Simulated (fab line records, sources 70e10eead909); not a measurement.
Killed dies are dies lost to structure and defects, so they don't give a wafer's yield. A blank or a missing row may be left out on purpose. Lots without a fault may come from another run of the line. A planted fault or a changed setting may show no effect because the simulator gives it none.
Chamber matching | flow nand_harc | NHARC_A_CHANNEL_FILL_D2_ETCHBACK_20 on rie_diel-02: 4 sister chambers
The step etches the open film in C4F8/O2/Ar, target depth 27 nm, time 13.5 s. 8 wafers are shown with their chamber, then 10 later ones without.

WAFERS WITH THEIR CHAMBER
wafer  | chamber | rf_vpp_V (V) | oes_product_au (a.u.)
L083.3 | 3       | 981          | 1.008
L087.1 | 0       | 976          | 0.951
L087.2 | 1       | 972          | 0.950
L087.6 | 0       | 976          | 0.954
L091.3 | 3       | 981          | 0.981
L091.6 | 1       | 973          | 0.955
L088.3 | 2       | 971          | 1.000
L088.5 | 2       | 972          | 0.996

WAFERS WITHOUT THEIR CHAMBER
wafer  | rf_vpp_V (V) | oes_product_au (a.u.)
L088.6 | 982          | 1.005
L093.3 | 980          | 0.984
L093.5 | 972          | 0.982
L093.6 | 971          | 0.991
L095.1 | 971          | 0.995
L095.4 | 983          | 1.011
L095.5 | 976          | 0.976
L097.1 | 971          | 0.986
L097.3 | 973          | 0.928
L097.4 | 976          | 0.957

WHICH CHAMBER EACH WENT THROUGH
wafer  | from the rows above     | in truth
L088.6 | 3                       | 3
L093.3 | 3                       | 3
L093.5 | can't be placed: 2 or 1 | 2
L093.6 | 2                       | 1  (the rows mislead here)
L095.1 | 2                       | 2
L095.4 | 3                       | 3
L095.5 | 0                       | 0
L097.1 | 2                       | 2
L097.3 | 1                       | 1
L097.4 | 0                       | 0
Placed correctly: 8 of 10. Can't be placed from these rows: 1 (the true chamber is among the candidates in 1). Placed wrongly: 1.
How it was worked out, from the rows above alone: a wafer's distance from a chamber is the root of the sum, over the readings, of the square of ((its reading less the chamber's mean) divided by the reading's scatter). The wafer belongs to the nearest chamber; if the next one is less than 2 further off, it can't be placed. A chamber's mean is the mean of its shown wafers. The scatter: the root of (the sum of the squares of (reading less its chamber's mean) over the shown wafers, divided by (wafers less chambers)).
